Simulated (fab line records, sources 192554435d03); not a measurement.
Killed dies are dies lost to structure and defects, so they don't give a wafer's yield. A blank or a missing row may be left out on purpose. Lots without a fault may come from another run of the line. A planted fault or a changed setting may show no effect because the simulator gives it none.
fab line records | flow n5_finfet
record lots=8 wafers=24 last_day=18
route steps=1938 shown SD_EPI_N@275 SD_ACTIVATION@331 ILD0@338 BEOL_M4@1111 PASSIVATION@1936
lots that met no fault: from a run of the same line without faults
start_h: hours from the record's first day to the start of the lot's first wafer shown | wait_h: hours since the lot's step before | " the same as in the row above | L1.1+2: a row that stands for several wafers | - no value, or no start given | * or withheld: withheld | < > ~ a bound
route shown NAME@n: a module of which the file shows steps, and the number in the route of the first | usual: mean/standard deviation of fault-free wafers | same: alike in all rows | chamber/n: place in a boat | sites: the reading at each site | _std_site: their standard deviation | _edge_site: outer sites' mean less inner sites' | radius_mm: how far each site lies from the wafer's centre | mask NAME#n: copy n | behind: the tool/chamber that last shaped the wafer | hold: why the lot was held/for how many hours/how that ended | device: the transistor (n, p or np) that didn't switch | end of line: the same wafers' tests at the end of the route | a step without rows: its recipe alone | killed: dies lost to structure and defects at the first sort, not the wafer's yield | map: a wafer's dies, x killed, . not, _ none there
set.NAME: the setting as run; set.NAME@STEP: as run at that earlier step | model.NAME: the simulator's own value behind a step, which no gauge read
steps of the route over a sample of lots; a table a step, a row a wafer
services: from which hour (start_h, from the record's first day; less than 0 if before it) a tool's chamber was out of use, for how many hours, and why
## steps
# step N5_SD_EPI_N_ETCH_35
# recipe chemistry=N2/H2 target=SOC overetch_a=1080 mask_material=SiARC temp_c=40 ion_energy_ev=100 source_w=3000 bias_w=133 pressure_mtorr=20 time_s=486 n2_flow_sccm=200 h2_flow_sccm=200
# usual drypump_motor_current_A=5.8/0.46 oes_product_au=0.74/0.061 rf_vpp_V=240.4/1.2 showerhead_plenum_p_Torr=2.51/0.075 throttle_valve_pct=23.7/0.31
# columns lot.wafer tool chamber start_h wait_h drypump_motor_current_A oes_product_au rf_hours_counter_h rf_vpp_V showerhead_plenum_p_Torr throttle_valve_pct
L989.1 rie_diel-02 1 54.81 0.0 6.2 0.72 91 239.1 2.44 23.5
L989.3 " 0 " " 5.2 0.67 149 240.3 2.54 23.9
L989.5 " 1 " " 6.1 0.72 - 239.9 2.44 23.5
L994.1 rie_diel-01 0 84.77 0.0 6.2 0.80 23 238.5 2.47 23.5
L994.2 " 2 " " 5.6 0.72 83 241.3 2.58 24.0
L994.3 " 1 " " 5.0 0.63 229 238.8 2.39 23.8
L996.4 rie_diel-01 1 96.90 0.0 5.1 0.62 233 238.5 2.39 23.8
L996.5 " 1 " " 5.0 0.62 - 238.5 2.39 23.8
L996.6 " 0 " " 6.2 0.80 - 239.2 2.47 23.5
L998.1 rie_diel-01 2 114.32 0.0 5.7 0.70 98 242.1 2.57 24.0
L998.4 " 2 " " 5.6 0.72 - 240.4 2.57 24.0
L998.6 " 0 " " 6.3 0.78 - 240.8 2.47 23.5
L104.2 rie_diel-04 0 146.67 0.0 6.1 0.79 24 241.2 2.48 23.6
L104.4 " 3 " " 5.5 0.77 41 239.2 2.56 23.5
L104.6 " 0 " " 6.1 0.81 - 240.3 2.48 23.6
L107.2 rie_diel-01 0 162.78 0.0 6.2 0.76 59 240.7 2.46 23.5
L107.4 " 2 " " 5.6 0.69 - 241.8 2.56 24.1
L107.5 " 3 " " 6.2 0.71 - 237.6 2.45 23.7
L109.2 rie_diel-01 3 178.69 0.0 6.2 0.70 113 238.7 2.45 23.7
L109.3 " 0 " " 6.2 0.74 65 240.0 2.46 23.5
L109.5 " 2 " " 5.7 0.68 - 241.8 2.56 24.1
L111.2 rie_diel-01 0 186.04 0.0 6.2 0.74 68 239.7 2.45 23.5
L111.3 " 2 " " 5.6 0.68 130 240.8 2.56 24.1
L111.5 " 3 " " 6.2 0.70 - 240.5 2.45 23.7
# step N5_SD_ACTIVATION_LSA_01
# recipe temp_c=1080 time_s=0.0008 ambient=N2
# usual wafer_temp_C_max=1086.6/1.2
# columns lot.wafer tool chamber start_h wait_h wafer_temp_C_max
L989.1 laser_anneal-02 0 64.65 0.2 1084.9
L989.3 " 0 " " 1085.8
L989.5 " 0 " " 1085.5
L994.1 laser_anneal-01 0 93.16 0.2 1085.1
L994.2 " 0 " " 1086.0
L994.3 " 0 " " 1089.0
L996.4 laser_anneal-01 0 105.44 0.2 1088.8
L996.5 " 0 " " 1087.2
L996.6 " 0 " " 1085.8
L998.1 laser_anneal-01 0 123.42 0.2 1085.7
L998.4 " 0 " " 1085.6
L998.6 " 0 " " 1086.7
L104.2 laser_anneal-01 0 155.21 0.2 1162.3
L104.4 " 0 " " 1161.3
L104.6 " 0 " " 1161.0
L107.2 laser_anneal-01 0 171.52 0.2 1162.7
L107.4 " 0 " " 1165.4
L107.5 " 0 " " 1164.3
L109.2 laser_anneal-02 0 187.23 0.2 1086.2
L109.3 " 0 " " 1084.4
L109.5 " 0 " " 1086.1
L111.2 laser_anneal-02 0 196.16 0.2 1084.9
L111.3 " 0 " " 1085.9
L111.5 " 0 " " 1085.3
# step N5_SD_ACTIVATION_RS_MEAS_03
# recipe thk_meas_gauge=four-point-probe
# usual RS_SD_N=21.99/0.26 RS_SD_P=56.2/0.95
# columns lot.wafer tool chamber start_h wait_h RS_SD_N[ohm/sq] RS_SD_P[ohm/sq]
L989.1 film_metro-01 - 64.85 0.2 21.68 58.4
L989.3 " - " " 22.02 57.9
L989.5 " - " " 21.89 57.7
L994.1 film_metro-02 - 93.36 0.2 21.76 56.6
L994.2 " - " " 22.00 57.3
L994.3 " - " " 21.64 57.1
L996.4 film_metro-01 - 105.62 0.2 21.99 57.0
L996.5 " - " " 21.40 56.2
L996.6 " - " " 21.60 55.9
L998.1 film_metro-02 - 123.64 0.2 22.15 56.5
L998.4 " - " " 21.97 56.7
L998.6 " - " " 21.83 55.6
L104.2 film_metro-01 - 155.42 0.2 15.18 68.7
L104.4 " - " " 15.30 68.8
L104.6 " - " " 14.98 68.9
L107.2 film_metro-01 - 171.71 0.2 15.12 66.9
L107.4 " - " " 15.32 67.7
L107.5 " - " " 15.48 67.0
L109.2 film_metro-01 - 187.43 0.2 21.88 56.8
L109.3 " - " " 21.69 55.8
L109.5 " - " " 22.10 56.2
L111.2 film_metro-02 - 196.36 0.2 22.38 54.9
L111.3 " - " " 21.82 55.3
L111.5 " - " " 21.95 55.9
# step N5_ILD0_CMP_03
# recipe stop_on=SiNx t_overpolish_s=1.9 post_cmp_clean=alkaline_brush down_force_psi=4.1491 platen_rpm=51.796 pad_velocity_m_s=1.0306 target_thk_nm=197.38
# usual motor_current_A=12.9/1.2 overpolish_run_s=1.899/0.0094 slurry_flow_ml_min=149.9/0.49 time_to_endpoint_s=72/3.2
# same t_overpolish_s=1.9
# columns lot.wafer tool chamber start_h wait_h motor_current_A overpolish_run_s slurry_flow_ml_min time_to_endpoint_s
L989.1 cmp-03 2 67.57 0.0 10.5 1.902 148.7 70
L989.3 " 1 " " 14.6 1.884 150.1 68
L989.5 " 3 " " 12.9 1.896 150.3 66
L994.1 cmp-03 0 96.08 0.0 11.4 1.915 148.9 76
L994.2 " 2 " " 11.2 1.912 150.1 75
L994.3 " 3 " " 12.7 1.907 149.6 71
L996.4 cmp-03 1 109.20 0.1 15.2 1.912 150.2 71
L996.6 " 3 " " 12.6 1.901 150.4 71
L996.5 " 0 " " 12.4 1.896 149.2 75
L998.1 cmp-03 2 126.40 0.1 10.4 1.902 149.8 75
L998.4 " 0 " " 12.1 1.894 149.3 73
L998.6 " 2 " " 10.7 1.903 149.6 73
L104.2 cmp-02 3 158.20 0.1 12.2 1.901 150.8 76
L104.4 " 0 " " 14.2 1.894 149.8 72
L104.6 " 1 " " 12.3 1.907 149.7 72
L107.4 cmp-02 1 174.41 0.0 12.6 1.892 149.4 78
L107.2 " 2 " " 13.0 1.890 150.0 73
L107.5 " 1 " " 12.2 1.908 149.5 74
L109.3 cmp-02 3 190.51 0.0 12.5 1.883 150.4 72
L109.2 " 0 " " 14.2 1.893 149.8 72
L109.5 " 3 " " 12.5 1.898 150.1 74
L111.2 cmp-03 1 200.25 0.0 15.7 1.907 150.3 73
L111.3 " 2 " " 11.1 1.889 150.9 72
L111.5 " 2 " " 10.5 1.889 149.3 75
# step N5_ILD0_THK_MEAS_04
# usual thk_nm=197.4/1.1
# columns lot.wafer tool chamber start_h wait_h thk_nm
L989.1 film_metro-02 - 67.87 - 197.5
L989.3 " - " " 195.9
L989.5 " - " " 195.4
L994.1 film_metro-02 - 96.38 - 196.9
L994.2 " - " " 196.8
L994.3 " - " " 195.1
L996.4 film_metro-01 - 109.42 - 197.0
L996.5 " - " " 197.8
L996.6 " - " " 197.3
L998.1 film_metro-01 - 126.66 - 198.2
L998.4 " - " " 197.9
L998.6 " - " " 197.1
L104.2 film_metro-01 - 158.42 - 199.3
L104.4 " - " " 199.2
L104.6 " - " " 199.2
L107.2 film_metro-01 - 174.71 - 197.1
L107.4 " - " " 196.7
L107.5 " - " " 197.2
L109.2 film_metro-02 - 190.81 - 197.0
L109.3 " - " " 198.6
L109.5 " - " " 197.8
L111.2 film_metro-02 - 200.55 - 198.7
L111.3 " - " " 199.0
L111.5 " - " " 198.0
# step N5_BEOL_M4_RC_MEAS_101
# usual DIBL_N=36.0/2 DIBL_P=36.2/2.2 IOFF_N=0.16/0.034 IOFF_P=0.21/0.04 IOFF_P_85C=3.7/0.57 IOFF_P_LIN=0.100/0.015 IOFF_P_LONG=0.000106/8.2e-06 ION_N=675/12 ION_P=463/7.2 RC_DENSE_N=18.9/0.47 RC_DENSE_P=23.7/0.59 RC_N=15.4/0.37 RC_P=19.3/0.48 REXT_N=75.4/1.5 RS_SD_N=28.5/0.4 RS_SD_P=66.1/1.1 SS_N=71.6/0.6 SS_P=73.3/0.67 VT_N=250/3 VT_P=-251/3.4
# columns lot.wafer tool chamber start_h wait_h DIBL_N[mV/V] DIBL_P[mV/V] IOFF_N[nA/um] IOFF_P[nA/um] IOFF_P_85C[nA/um] IOFF_P_LIN[nA/um] IOFF_P_LONG[nA/um] ION_N[uA/um] ION_P[uA/um] RC_DENSE_N[ohm.um] RC_DENSE_P[ohm.um] RC_N[ohm.um] RC_P[ohm.um] REXT_N[ohm.um] RS_SD_N[ohm/sq] RS_SD_P[ohm/sq] SS_N[mV/dec] SS_P[mV/dec] VT_N[mV] VT_P[mV]
L989.1 prober-01 0 178.60 0.0 38.6 39.1 0.22 0.26 4.4 0.115 0.000112 692 468 18.2 23.1 14.8 18.8 75.7 28.3 67.3 71.6 73.7 248 -250
L989.3 " 0 " " 37.0 37.7 0.19 0.24 4.2 0.111 0.000114 684 467 18.6 23.9 15.2 19.1 77.4 28.6 68.0 71.2 73.8 246 -248
L989.5 " 0 " " 36.2 36.8 0.18 0.22 4.0 0.105 0.000115 683 464 18.7 23.7 15.3 19.4 77.2 28.6 67.1 71.8 73.9 245 -250
L994.1 prober-02 0 217.79 0.0 35.0 36.6 0.15 0.19 3.3 0.087 9.9e-05 669 457 18.6 23.9 15.6 19.3 75.9 28.6 66.5 71.6 72.8 250 -255
L994.2 " 0 " " 35.8 36.6 0.16 0.18 3.2 0.086 9.5e-05 675 455 18.2 23.2 14.9 19.0 75.1 28.5 66.7 72.2 73.2 249 -254
L994.3 " 0 " " 33.0 33.8 0.13 0.15 2.7 0.076 9.5e-05 671 454 19.6 25.0 15.9 20.2 75.7 28.1 66.8 70.9 72.9 252 -257
L996.4 prober-01 0 221.73 0.5 36.0 34.2 0.13 0.16 2.9 0.079 9.6e-05 669 453 19.2 24.3 15.7 19.7 74.5 28.2 66.1 71.8 73.8 254 -255
L996.5 " 0 " " 38.7 37.7 0.18 0.20 3.6 0.094 9.1e-05 673 453 19.0 23.9 15.4 19.3 74.0 27.8 65.2 72.5 73.7 253 -253
L996.6 " 0 " " 37.0 36.6 0.14 0.19 3.4 0.089 0.0001 679 460 18.1 22.8 14.8 18.4 74.8 28.2 65.9 72.0 73.5 252 -254
L998.1 prober-02 0 234.64 0.0 35.9 37.2 0.18 0.21 3.7 0.098 0.000101 686 464 18.4 23.2 14.9 18.9 75.9 28.9 66.2 71.9 73.5 248 -253
L998.4 " 0 " " 36.1 37.2 0.19 0.22 3.9 0.103 9.9e-05 687 464 18.4 23.5 14.9 18.9 74.2 28.7 66.1 71.7 73.9 248 -251
L998.6 " 0 " " 36.6 37.4 0.19 0.22 3.9 0.101 0.000101 688 462 18.5 23.5 15.0 19.0 75.2 28.4 65.8 72.1 73.7 248 -252
L104.2 prober-01 0 269.60 0.2 39.3 51.2 0.22 0.45 6.8 0.162 0.001257 712 416 13.4 32.9 10.9 26.9 59.3 20.5 80.9 72.7 75.9 246 -251
L104.4 " 0 " " 39.4 50.9 0.22 0.44 6.6 0.158 0.001298 718 415 13.2 31.9 10.7 26.1 59.0 20.3 81.1 72.3 75.4 243 -251
L104.6 " 0 " " 38.4 50.0 0.20 0.39 6.0 0.144 0.001273 702 407 13.4 33.0 10.9 26.6 59.4 20.1 81.6 72.0 75.5 246 -256
L107.2 prober-02 0 275.28 0.2 36.8 49.7 0.18 0.39 6.1 0.147 0.001259 702 412 13.2 32.7 10.7 26.5 62.0 20.4 79.1 72.1 75.8 247 -253
L107.4 " 0 " " 41.2 52.5 0.28 0.51 7.6 0.176 0.00119 717 416 12.5 31.3 10.3 25.3 59.8 20.7 79.4 73.6 76.2 246 -253
L107.5 " 0 " " 35.6 46.6 0.16 0.33 5.2 0.127 0.001082 680 403 12.9 31.9 10.5 26.0 60.7 20.8 78.2 71.8 75.3 250 -257
L109.2 prober-02 0 314.82 0.2 36.8 36.9 0.16 0.20 3.6 0.095 9.6e-05 672 463 18.8 23.4 15.2 19.2 74.6 28.5 66.1 71.1 73.5 249 -253
L109.3 " 0 " " 38.6 37.4 0.20 0.21 3.8 0.100 0.000103 692 465 19.9 24.8 16.0 20.2 74.2 28.1 64.7 71.9 73.9 247 -251
L109.5 " 0 " " 34.2 32.8 0.13 0.16 2.9 0.079 9.7e-05 664 452 18.8 23.9 15.3 19.4 74.7 28.3 66.0 71.2 71.9 252 -254
L111.2 prober-01 0 317.14 0.2 34.0 33.6 0.12 0.18 3.2 0.090 9.8e-05 669 459 19.2 23.8 15.7 19.3 75.8 29.0 64.5 71.1 73.0 253 -252
L111.3 " 0 " " 35.2 34.5 0.14 0.19 3.3 0.090 0.000103 666 456 20.0 24.8 16.1 20.2 76.0 28.1 65.3 71.7 73.5 252 -254
L111.5 " 0 " " 35.9 34.8 0.15 0.19 3.3 0.092 9.8e-05 673 456 19.5 24.2 15.9 19.9 75.3 28.1 66.1 71.7 72.7 250 -253
# step N5_PASSIVATION_PROBE_49
# usual defect_limited_yield=91.5/1.5 killed_at_M0_to_M3=33/10 killed_at_M4_up=15/6.4 killed_at_contacts=12/5.4 killed_at_front_end=38/9.8 killed_at_other=4/3.1 killed_dies=101/18 killed_open=67/14 killed_short=33/7.9 sort_bin_4_leakage=0/0 sort_bin_5_function=5.0/1 sort_bin_6_memory=3.2/0.67 sort_bin_8_speed=0/0 sort_n_pass=1079/18 sort_yield_pct=91.5/1.5
# same gross_dies=1180 killed_at_back_side=0
# columns lot.wafer tool chamber start_h wait_h defect_limited_yield[%] killed_at_M0_to_M3 killed_at_M4_up killed_at_contacts killed_at_front_end killed_at_other killed_dies killed_open killed_short sort_bin_4_leakage[%] sort_bin_5_function[%] sort_bin_6_memory[%] sort_bin_8_speed[%] sort_n_pass sort_yield_pct[%]
L989.1 prober-02 - 295.99 0.0 92.5 28 18 13 26 3 88 48 34 0 4.6 2.5 0 1092 92.5
L989.3 prober-02 - 296.09 0.1 90.9 41 16 17 32 1 107 62 41 0 5.0 3.6 0 1073 90.9
L989.5 prober-02 - 296.19 0.2 92.5 24 18 3 35 9 89 61 25 0 4.0 2.9 0 1091 92.5
L994.1 prober-02 - 337.80 0.0 92.6 24 13 7 37 6 87 57 29 0 4.8 2.1 0 1093 92.6
L994.2 prober-02 - 337.85 0.1 90.5 24 32 14 39 3 112 81 29 0 5.8 3.3 0 1068 90.5
L994.3 prober-02 - 337.90 0.1 89.2 45 29 13 38 3 128 93 33 0 6.7 4.0 0 1052 89.2
L996.4 prober-02 - 349.04 0.2 91.1 28 21 8 41 7 105 67 36 0 5.8 2.8 0 1075 91.1
L996.5 prober-02 - 349.09 0.2 89.6 48 10 13 45 7 123 71 49 0 5.8 4.3 0 1057 89.6
L996.6 prober-02 - 349.14 0.3 91.8 50 5 13 25 4 97 58 39 0 4.4 3.5 0 1083 91.8
L998.1 prober-01 - 350.56 0.0 93.4 25 12 6 23 12 78 48 30 0 3.8 2.5 0 1102 93.4
L998.4 prober-01 - 350.71 0.2 91.6 22 21 12 39 5 99 59 38 0 4.8 2.9 0 1081 91.6
L998.6 prober-01 - 350.81 0.3 92.5 21 8 14 41 4 88 60 27 0 4.7 2.5 0 1092 92.5
L104.2 prober-02 - 399.45 0.1 87.8 45 7 15 72 5 144 83 61 0.59 7.3 4.3 83.81 40 3.4
L104.4 prober-02 - 399.55 0.2 89.9 30 15 13 49 12 119 87 32 0.51 6.4 3.4 86.10 39 3.3
L104.6 prober-02 - 399.65 0.3 90.6 35 13 17 41 5 111 73 38 0.08 5.6 3.6 90.51 0 0
L107.2 prober-01 - 401.11 0.1 91.4 37 12 13 37 3 102 70 31 0 5.1 3.2 90.42 11 0.9
L107.4 prober-01 - 401.21 0.2 90.7 25 25 10 35 15 110 70 39 5.08 5.6 3.3 83.22 28 2.4
L107.5 prober-01 - 401.26 0.2 91.8 28 12 6 46 5 97 70 26 0.08 4.0 3.9 91.69 0 0
L109.2 prober-01 - 435.42 0.1 90.1 50 20 10 34 3 117 81 36 0 5.5 3.9 0 1063 90.1
L109.3 prober-01 - 435.47 0.1 92.5 34 13 4 34 4 89 52 35 0 4.8 2.5 0 1091 92.5
L109.5 prober-01 - 435.57 0.2 93.8 29 14 7 21 2 73 49 23 0 3.7 2.5 0 1107 93.8
L111.2 prober-01 - 437.17 0.1 93.6 23 9 14 29 0 75 61 14 0 3.6 2.6 0 1105 93.6
L111.3 prober-01 - 437.22 0.1 91.4 26 15 13 46 1 101 64 37 0 5.0 3.4 0 1079 91.4
L111.5 prober-01 - 437.32 0.2 91.8 22 19 11 42 3 97 66 29 0 4.4 3.5 0 1083 91.8
# killed by level:class
L989.1 BEOL_M0_SAQP:geometric_particle:short=14 MOL_CONTACT_COAG:geometric_particle:open=11 BEOL_M4:geometric_particle:open=7 BEOL_M0_SAQP:geometric_particle:open=6 STARTING-WAFER:geometric_particle:short=5 BEOL_M5:geometric_particle:open=5 FIN_SAQP:geometric_particle:open=4 FIN_SAQP:geometric_particle:short=4
L989.3 MOL_CONTACT_COAG:geometric_particle:open=11 BEOL_M0_SAQP:geometric_particle:short=10 BEOL_M0_SAQP:geometric_particle:open=10 FIN_SAQP:geometric_particle:short=8 FIN_SAQP:geometric_particle:open=7 MOL_CONTACT_COAG:geometric_particle:short=6 BEOL_M4:geometric_particle:open=6 BEOL_M1:geometric_particle:open=5
L989.5 FIN_SAQP:geometric_particle:open=9 BEOL_M3:geometric_particle:open=9 BEOL_M4:geometric_particle:open=9 BEOL_M0_SAQP:geometric_particle:open=6 FIN_SAQP:geometric_particle:short=5 BEOL_M0_SAQP:geometric_particle:short=5 STARTING-WAFER:geometric_particle:short=5 DUMMY_GATE:geometric_particle:open=4
L994.1 STI_FIN_REVEAL:geometric_particle:open=13 BEOL_M4:geometric_particle:open=8 MOL_CONTACT_COAG:geometric_particle:open=7 BEOL_M0_SAQP:geometric_particle:short=6 BEOL_M3:geometric_particle:open=5 FIN_SAQP:geometric_particle:open=4 STARTING-WAFER:geometric_particle:open=4 FIN_SAQP:geometric_particle:short=3
L994.2 BEOL_M4:geometric_particle:open=21 MOL_CONTACT_COAG:geometric_particle:open=13 FIN_SAQP:geometric_particle:open=10 FIN_SAQP:geometric_particle:short=8 STI_FIN_REVEAL:geometric_particle:open=7 BEOL_M3:geometric_particle:open=5 STARTING-WAFER:geometric_particle:short=5 BEOL_M0_SAQP:geometric_particle:open=4
L994.3 BEOL_M3:geometric_particle:open=13 BEOL_M4:geometric_particle:open=12 MOL_CONTACT_COAG:geometric_particle:open=12 BEOL_M0_SAQP:geometric_particle:open=8 BEOL_M0_SAQP:geometric_particle:short=8 GATE_CUT:geometric_particle:short=6 FIN_SAQP:geometric_particle:short=5 STI_FIN_REVEAL:geometric_particle:open=5
L996.4 FIN_SAQP:geometric_particle:short=8 MOL_CONTACT_COAG:geometric_particle:open=7 BEOL_M0_SAQP:geometric_particle:short=7 BEOL_M0_SAQP:geometric_particle:open=7 BEOL_M2:geometric_particle:open=7 BEOL_M4:geometric_particle:open=7 FIN_SAQP:geometric_particle:open=6 BEOL_M3:geometric_particle:open=4
L996.5 BEOL_M0_SAQP:geometric_particle:short=20 BEOL_M2:geometric_particle:open=12 FIN_SAQP:geometric_particle:open=11 FIN_SAQP:geometric_particle:short=10 MOL_CONTACT_COAG:geometric_particle:open=10 STI_FIN_REVEAL:geometric_particle:open=8 BEOL_M0_SAQP:geometric_particle:open=5 BEOL_M4:geometric_particle:open=5
L996.6 BEOL_M0_SAQP:geometric_particle:open=15 BEOL_M0_SAQP:geometric_particle:short=12 BEOL_M2:geometric_particle:open=12 MOL_CONTACT_COAG:geometric_particle:short=7 MOL_CONTACT_COAG:geometric_particle:open=6 BEOL_M1:geometric_particle:open=4 GATE_CUT:geometric_particle:short=4 FIN_SAQP:geometric_particle:short=3
L998.1 FIN_SAQP:geometric_particle:short=8 BEOL_M1:geometric_particle:open=7 PASS1_CAP:geometric_particle:short=6 MOL_CONTACT_COAG:geometric_particle:open=5 BEOL_M0_SAQP:geometric_particle:short=5 BEOL_M4:geometric_particle:open=5 PASS1_CAP:geometric_particle:open=5 DUMMY_GATE:geometric_particle:open=4
L998.4 MOL_CONTACT_COAG:geometric_particle:open=9 BEOL_M4:geometric_particle:open=7 FIN_SAQP:geometric_particle:short=5 GATE_CUT:geometric_particle:open=5 BEOL_M0_SAQP:geometric_particle:short=5 BEOL_M0_SAQP:geometric_particle:open=5 BEOL_M5:geometric_particle:open=5 GATE_CUT:geometric_particle:short=4
L998.6 FIN_SAQP:geometric_particle:open=15 MOL_CONTACT_COAG:geometric_particle:open=11 FIN_SAQP:geometric_particle:short=7 BEOL_M1:geometric_particle:open=6 STI_FIN_REVEAL:geometric_particle:open=4 GATE_CUT:geometric_particle:short=4 BEOL_M3:geometric_particle:open=4 MOL_CONTACT_COAG:geometric_particle:short=3
L104.2 FIN_SAQP:geometric_particle:open=28 FIN_SAQP:geometric_particle:short=23 BEOL_M0_SAQP:geometric_particle:open=14 BEOL_M0_SAQP:geometric_particle:short=14 MOL_CONTACT_COAG:geometric_particle:open=11 STI_FIN_REVEAL:geometric_particle:open=5 GATE_CUT:geometric_particle:short=5 BEOL_M3:geometric_particle:open=5
L104.4 FIN_SAQP:geometric_particle:open=27 MOL_CONTACT_COAG:geometric_particle:open=11 FIN_SAQP:geometric_particle:short=9 BEOL_M0_SAQP:geometric_particle:open=8 BEOL_M0_SAQP:geometric_particle:short=5 BEOL_M3:geometric_particle:open=5 BEOL_M7:geometric_particle:open=4 BEOL_M4:geometric_particle:open=4
L104.6 MOL_CONTACT_COAG:geometric_particle:open=13 BEOL_M0_SAQP:geometric_particle:open=12 FIN_SAQP:geometric_particle:open=10 BEOL_M0_SAQP:geometric_particle:short=10 FIN_SAQP:geometric_particle:short=8 STI_FIN_REVEAL:geometric_particle:open=6 BEOL_M4:geometric_particle:open=6 GATE_CUT:geometric_particle:short=5
L107.2 BEOL_M3:geometric_particle:open=12 MOL_CONTACT_COAG:geometric_particle:open=10 BEOL_M0_SAQP:geometric_particle:open=8 FIN_SAQP:geometric_particle:open=7 DUMMY_GATE:geometric_particle:open=6 BEOL_M0_SAQP:geometric_particle:short=5 STARTING-WAFER:geometric_particle:open=5 FIN_SAQP:geometric_particle:short=4
L107.4 BEOL_M4:geometric_particle:open=15 DUMMY_GATE:geometric_particle:open=7 MOL_CONTACT_COAG:geometric_particle:open=6 BEOL_M3:geometric_particle:open=6 PAD_METAL:geometric_particle:open=6 BEOL_M4:geometric_particle:short=6 FIN_SAQP:geometric_particle:short=5 BEOL_M0_SAQP:geometric_particle:short=5
L107.5 FIN_SAQP:geometric_particle:open=16 FIN_SAQP:geometric_particle:short=10 BEOL_M0:geometric_particle:open=8 STARTING-WAFER:geometric_particle:open=6 BEOL_M1:geometric_particle:open=6 BEOL_M4:geometric_particle:open=6 MOL_CONTACT_COAG:geometric_particle:open=5 BEOL_M0_SAQP:geometric_particle:open=5
L109.2 BEOL_M0_SAQP:geometric_particle:open=13 FIN_SAQP:geometric_particle:short=11 BEOL_M0_SAQP:geometric_particle:short=11 MOL_CONTACT_COAG:geometric_particle:open=10 BEOL_M0:geometric_particle:open=10 FIN_SAQP:geometric_particle:open=7 BEOL_M4:geometric_particle:open=7 DUMMY_GATE:geometric_particle:open=6
L109.3 BEOL_M0_SAQP:geometric_particle:open=11 FIN_SAQP:geometric_particle:short=10 BEOL_M0_SAQP:geometric_particle:short=10 FIN_SAQP:geometric_particle:open=8 STI_FIN_REVEAL:geometric_particle:open=5 MOL_CONTACT_COAG:geometric_particle:open=4 GATE_CUT:geometric_particle:short=3 BEOL_M1:geometric_particle:open=3
L109.5 BEOL_M0_SAQP:geometric_particle:open=8 BEOL_M0_SAQP:geometric_particle:short=6 BEOL_M4:geometric_particle:open=6 BEOL_M2:geometric_particle:open=5 MOL_CONTACT_COAG:geometric_particle:open=4 FIN_SAQP:geometric_particle:short=3 DUMMY_GATE:geometric_particle:open=3 MOL_CONTACT_COAG:geometric_particle:short=3
L111.2 MOL_CONTACT_COAG:geometric_particle:open=13 FIN_SAQP:geometric_particle:open=9 BEOL_M1:geometric_particle:open=6 BEOL_M3:geometric_particle:open=6 DUMMY_GATE:geometric_particle:open=5 FIN_SAQP:geometric_particle:short=4 BEOL_M0_SAQP:geometric_particle:short=4 GATE_CUT:geometric_particle:open=3
L111.3 FIN_SAQP:geometric_particle:open=16 MOL_CONTACT_COAG:geometric_particle:open=10 FIN_SAQP:geometric_particle:short=8 STI_FIN_REVEAL:geometric_particle:open=6 BEOL_M0_SAQP:geometric_particle:short=6 BEOL_M1:geometric_particle:open=5 BEOL_M5:geometric_particle:open=5 GATE_CUT:geometric_particle:short=4
L111.5 STI_FIN_REVEAL:geometric_particle:open=12 MOL_CONTACT_COAG:geometric_particle:open=10 BEOL_M4:geometric_particle:open=8 FIN_SAQP:geometric_particle:open=7 FIN_SAQP:geometric_particle:short=7 BEOL_M3:geometric_particle:open=7 BEOL_M1:geometric_particle:open=6 DUMMY_GATE:geometric_particle:short=3
## services
# columns tool chamber start_h hours kind
laser_anneal-01 - 35.58 1.1 repair
rie_diel-04 3 58.26 5.1 repair
rie_diel-01 0 61.42 4.9 repair
rie_diel-02 - 63.20 0.4 repair
laser_anneal-02 - 70.85 2.1 pm
cmp-02 - 84.64 9.4 pm
rie_diel-04 2 85.92 7.1 repair
rie_diel-01 0 90.34 2.5 repair
rie_diel-04 - 93.97 28.1 pm
cmp-02 - 105.81 4.1 pm
cmp-02 - 117.55 6.2 pm
cmp-03 - 120.08 4.0 pm
rie_diel-01 3 123.27 6.5 repair
rie_diel-02 0 128.23 12.0 repair
rie_diel-04 - 131.45 0.3 repair
laser_anneal-02 - 141.68 14.0 pm
cmp-03 - 141.99 5.0 pm
laser_anneal-01 - 155.65 3.8 pm
rie_diel-01 1 162.05 - clean
rie_diel-01 1 162.05 - consumable_replace:focus_ring
rie_diel-01 1 162.05 - consumable_replace:showerhead
rie_diel-01 - 196.61 0.9 repair
cmp-02 - 197.13 4.0 pm
rie_diel-04 3 198.02 17.3 repair
## key
first_sign step=N5_SD_ACTIVATION_LSA_01 reading=wafer_temp_C_max direction=up sigmas=61 usual=* struck=*
effect step=N5_SD_ACTIVATION_RS_MEAS_03 reading=RS_SD_N direction=down sigmas=26 usual=21.99 struck=15.23
effect step=N5_BEOL_M4_RC_MEAS_101 reading=IOFF_P_LONG direction=up sigmas=99+ usual=0.000106 struck=0.001226
effect step=N5_BEOL_M4_RC_MEAS_101 reading=RS_SD_N direction=down sigmas=20 usual=28.5 struck=20.5
effect step=N5_BEOL_M4_RC_MEAS_101 reading=RC_P direction=up sigmas=15 usual=19.3 struck=26.3
effect step=N5_BEOL_M4_RC_MEAS_101 reading=RC_DENSE_P direction=up sigmas=15 usual=23.7 struck=32.3
effect step=N5_BEOL_M4_RC_MEAS_101 reading=RS_SD_P direction=up sigmas=13 usual=66.1 struck=80.1
effect step=N5_BEOL_M4_RC_MEAS_101 reading=RC_N direction=down sigmas=13 usual=15.4 struck=10.7
effect step=N5_BEOL_M4_RC_MEAS_101 reading=RC_DENSE_N direction=down sigmas=12 usual=18.9 struck=13.1
effect step=N5_BEOL_M4_RC_MEAS_101 reading=REXT_N direction=down sigmas=10 usual=75.4 struck=60.0
effect step=N5_BEOL_M4_RC_MEAS_101 reading=ION_P direction=down sigmas=7.1 usual=463 struck=412
effect step=N5_BEOL_M4_RC_MEAS_101 reading=DIBL_P direction=up sigmas=6.4 usual=36.2 struck=50.1
effect step=N5_BEOL_M4_RC_MEAS_101 reading=IOFF_P direction=up sigmas=5.2 usual=0.21 struck=0.42
effect step=N5_BEOL_M4_RC_MEAS_101 reading=IOFF_P_85C direction=up sigmas=4.8 usual=3.7 struck=6.4
effect step=N5_PASSIVATION_PROBE_49 reading=sort_bin_8_speed direction=up sigmas=99+ usual=0 struck=87.63
met_at N5_SD_ACTIVATION_LSA_01
struck_lots L104,L107
not_acting_at N5_SD_EPI_N_ETCH_35,N5_ILD0_CMP_03,N5_ILD0_THK_MEAS_04
onset_between 123.42 155.21
fault kind=process_parameter_drift tool=laser_anneal-01 chamber=- onset_h=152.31 steps=N5_SD_ACTIVATION_LSA_01 channel=temp_c offset=* shape=step end_h=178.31 stated=*
